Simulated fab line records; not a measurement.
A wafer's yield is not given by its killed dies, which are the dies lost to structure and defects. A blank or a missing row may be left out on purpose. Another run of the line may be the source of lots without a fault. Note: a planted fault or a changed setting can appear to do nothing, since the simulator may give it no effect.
Which tool was responsible? ; flow nand-harc ; 10 lots with 30 wafers sampled at 2 steps, on a route of 1302 steps

## WHAT EACH GAUGE READ, for each wafer
NHARC_P_STI_CD_MEAS_09: the cd target is 200 nm.
lot;measured;on;cd-nm (nm)
L275;day 2 23:49;cd-sem-02;199.5 196.5 196.9
L277;day 3 17:40;cd-sem-03;235.1 232.9 233.7 234.9 232.7 233.8
L287;day 7 20:46;cd-sem-02;204.3 201.7 201.5
L288;day 8 06:49;cd-sem-01;198.3 200.4 201.3
L290;day 9 06:17;cd-sem-01;200.4 200.8 201.3
L293;day 10 06:37;cd-sem-01;200.4 200.4 204.4
L294;day 10 16:52;cd-sem-02;200.0 197.4 199.7
L295;day 11 03:22;cd-sem-02;202.9 202.6 201.9
L297;day 11 22:36;cd-sem-03;200.7 200.2 199.1
L298;day 12 10:21;cd-sem-01;198.7 196.6 203.6

## WHAT TOOL EACH LOT RAN ON (gives the tool, then ch and the chambers of the sampled wafers, and finally the start)
lot;NHARC_P_STI_EXPOSE_06
L275;krf-scanner-02 ch 0, day 2 23:40
L277;krf-scanner-01 ch 0, day 3 17:31
L287;krf-scanner-02 ch 0, day 7 20:37
L288;krf-scanner-02 ch 0, day 8 06:40
L290;krf-scanner-03 ch 0, day 9 06:08
L293;krf-scanner-02 ch 0, day 10 06:28
L294;krf-scanner-03 ch 0, day 10 16:43
L295;krf-scanner-02 ch 0, day 11 03:13
L297;krf-scanner-02 ch 0, day 11 22:27
L298;krf-scanner-01 ch 0, day 12 10:12
- NHARC_P_STI_EXPOSE_06: exposes mask P STI, target cd 200 nm.

## THE ANSWER, worked out from the rows above alone
Rule: usual is defined by the lots themselves. The widest of any qualifying gaps counts: lots, ordered by their means at a reading, are off when they make up no more than a third of the lots, leave a main group of 4 or more, and stand apart from it by 3 or more times the standard deviation of that group's means. The tables above print the reading to a certain number of digits; a main group whose means all agree to those digits is not used. A lot without any number at a reading at which 4 lots or more have one is off too. All remaining lots with rows at the step are treated as sound.
Off at NHARC_P_STI_CD_MEAS_09 (cd-nm): L277. Mean 200.4 nm and standard deviation 1.5 in the main group.
If a tool, at a process step before that reading, ran all the lots that are off and no sound lot after the first of them, it fits. Those tools and the gauges at NHARC_P_STI_CD_MEAS_09 are tried in the same way. Of those tried, none fits.

## WHAT WAS PUT IN BY THE SIMULATOR
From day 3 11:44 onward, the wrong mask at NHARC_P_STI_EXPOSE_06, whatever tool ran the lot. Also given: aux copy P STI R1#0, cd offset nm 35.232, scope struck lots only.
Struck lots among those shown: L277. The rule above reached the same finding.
